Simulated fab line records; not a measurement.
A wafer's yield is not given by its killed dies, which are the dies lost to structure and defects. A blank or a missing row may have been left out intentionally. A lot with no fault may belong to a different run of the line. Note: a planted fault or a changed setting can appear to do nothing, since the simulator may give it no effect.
Split-lot study | flow n5Finfet | 7 lots, 39 wafers read, on a route of 1938 steps

== THE SPLIT ITSELF ==
At N5_BEOL_M9_DESCUM_16 (chemistry O2, time 7.9 s), the setting timeS was moved away from the recipe's 7.9 s on 6 of the 39 wafers read, by +29.5% to +58.4%. For the rest of the wafers, this setting stayed at what the recipe calls for.

Between the split and the reading, the file records no step.

== THE READING ==
CAR-ArF_of_BEOL_M9_COAT_05.thkNm (the simulator's own value, which no gauge read), in nm, at N5_BEOL_M9_ETCH_61 (etches SiARC in CF4, target depth 39 nm, time 65 s). The file gives no usual value for it. Average 55.4 nm, standard deviation 0.24 nm, over the 33 wafers here run with the recipe.

wafer  | tool, chamber at the split | timeS as run, s | against the recipe | CAR-ArF_of_BEOL_M9_COAT_05.thkNm, nm | against lot-mates on the recipe
L079.1 | rieDiel-05, 3,2,1,1,0      | 7.9             | recipe             | 55.8                                 | -
L079.3 | rieDiel-05, 3,2,1,1,0      | 7.9             | recipe             | 55.8                                 | -
L079.4 | rieDiel-05, 3,2,1,1,0      | 7.9             | recipe             | 55.8                                 | -
L079.6 | rieDiel-05, 3,2,1,1,0      | 7.9             | recipe             | 55.8                                 | -
L079.2 | rieDiel-05, 0              | 7.9             | recipe             | 56                                   | -
L079.5 | rieDiel-05, 3,2,1,1,0      | 7.9             | recipe             | 55.6                                 | -
L078.1 | rieDiel-05, 3,0,1          | 7.9             | recipe             | 55.6                                 | -
L078.4 | rieDiel-05, 3,0,1          | 7.9             | recipe             | 55.6                                 | -
L078.5 | rieDiel-05, 3,0,1          | 7.9             | recipe             | 55.6                                 | -
L078.2 | rieDiel-05, 2              | 7.9             | recipe             | 55.4                                 | -
L078.3 | rieDiel-05, 1              | 7.9             | recipe             | 55.4                                 | -
L078.6 | rieDiel-05, 2              | 7.9             | recipe             | 55.2                                 | -
L083.1 | rieDiel-02, 1              | 7.9             | recipe             | 55.2                                 | -
L083.4 | rieDiel-02, 0,1            | 7.9             | recipe             | 55.2                                 | -
L083.2 | rieDiel-02, 3,2,0          | 10.23           | +29.5%             | 53.8                                 | -1.5
L083.3 | rieDiel-02, 3,2,0          | 10.23           | +29.5%             | 53.8                                 | -1.5
L083.5 | rieDiel-02, 3,2,0          | 10.23           | +29.5%             | 54                                   | -1.3
L083.6 | rieDiel-02, 0,1            | 7.9             | recipe             | 55.4                                 | -
L085.1 | rieDiel-05, 3,2,3,0        | 7.9             | recipe             | 55.4                                 | -
L085.2 | rieDiel-05, 3,2,3,0        | 7.9             | recipe             | 55.4                                 | -
L085.5 | rieDiel-05, 3,2,3,0        | 7.9             | recipe             | 55.4                                 | -
L085.3 | rieDiel-05, 1              | 7.9             | recipe             | 55.2                                 | -
L085.4 | rieDiel-05, 0              | 7.9             | recipe             | 55.2                                 | -
L085.6 | rieDiel-05, 3,2,3,0        | 7.9             | recipe             | 55.6                                 | -
L088.1 | rieDiel-02, 0,3            | 7.9             | recipe             | 55.4                                 | -
L088.5 | rieDiel-02, 2              | 7.9             | recipe             | 55.4                                 | -
L088.6 | rieDiel-02, 0,3            | 7.9             | recipe             | 55.4                                 | -
L088.2 | rieDiel-02, 2              | 7.9             | recipe             | 55.6                                 | -
L088.3 | rieDiel-02, 1,3            | 7.9             | recipe             | 55.2                                 | -
L088.4 | rieDiel-02, 1,3            | 7.9             | recipe             | 55                                   | -
L092.1 | rieDiel-02, 1              | 7.9             | recipe             | 55.2                                 | -
L092.4 | rieDiel-02, 3              | 7.9             | recipe             | 55.2                                 | -
L092.2 | rieDiel-02, 0              | 12.51           | +58.4%             | 52.6                                 | -2.7
L092.5 | rieDiel-02, 0              | 12.51           | +58.4%             | 52.6                                 | -2.7
L092.3 | rieDiel-02, 2              | 12.51           | +58.4%             | 52                                   | -3.3
L092.6 | rieDiel-02, 3              | 7.9             | recipe             | 55.4                                 | -
L096.2 | rieDiel-02, 3              | 7.9             | recipe             | 55.2                                 | -
L096.4 | rieDiel-02, 1              | 7.9             | recipe             | 55.4                                 | -
L096.6 | rieDiel-02, 3              | 7.9             | recipe             | 55                                   | -
When a row names more than one chamber, that row covers several wafers, and the file does not tell which wafer ran in which chamber.

FIT RESULTS
A straight line over all 39 wafers: CAR-ArF_of_BEOL_M9_COAT_05.thkNm changes by -0.052 nm for each +1% of timeS; r = -0.97; the points scatter about the line by 0.24 nm.
The same after taking each lot's own level away (the mean of its wafers on the recipe; 39 wafers): -0.0488 nm for each +1%; r = -0.98; scatter 0.16 nm.
Per that fit: largest timeS move, reading shift of 2.8 nm.
From 55.20 to 55.80 nm: that is the span of the lots' own levels, equal to 2.5 times the standard deviation above.
The two slopes agree, so the slope changes little with the lot-to-lot level.
Check: -2.91 nm against its lot-mates is what the line predicts for one of the wafers moved furthest among these (+58.4%) when that wafer is left out of the fit. It came out at -2.67 nm against them.

== THESE WAFERS: OTHER SPLITS ==
Other splits were also applied to these wafers ahead of the reading. Each is held against what the fit with the lots' levels taken away leaves over:
other split on the same wafers | wafers away from the commonest value | r with CAR-ArF_of_BEOL_M9_COAT_05.thkNm (lot level and that fit taken away)
N5_BEOL_M6_ALD_77 aldCycles    | 15                                   | +0.10

== THE WHOLE CHAIN: every reading that the file lists as answering this split, in the file's order ==
step                 | what it does                                       | reading                                                                           | change (the file's fit)                | r (the file's)
N5_BEOL_M9_DESCUM_16 | chemistry O2, time 7.9 s                           | CAR-ArF_of_BEOL_M9_COAT_05.thkNm (the simulator's own value, which no gauge read) | -0.0483 nm for each +1% of the setting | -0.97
N5_BEOL_M9_ETCH_61   | etches SiARC in CF4, target depth 39 nm, time 65 s | CAR-ArF_of_BEOL_M9_COAT_05.thkNm (the simulator's own value, which no gauge read) | -0.0488 nm for each +1% of the setting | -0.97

== FILE'S OWN FIT ==
CAR-ArF_of_BEOL_M9_COAT_05.thkNm changes by -0.0488 nm for each +1% of timeS, r = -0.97.
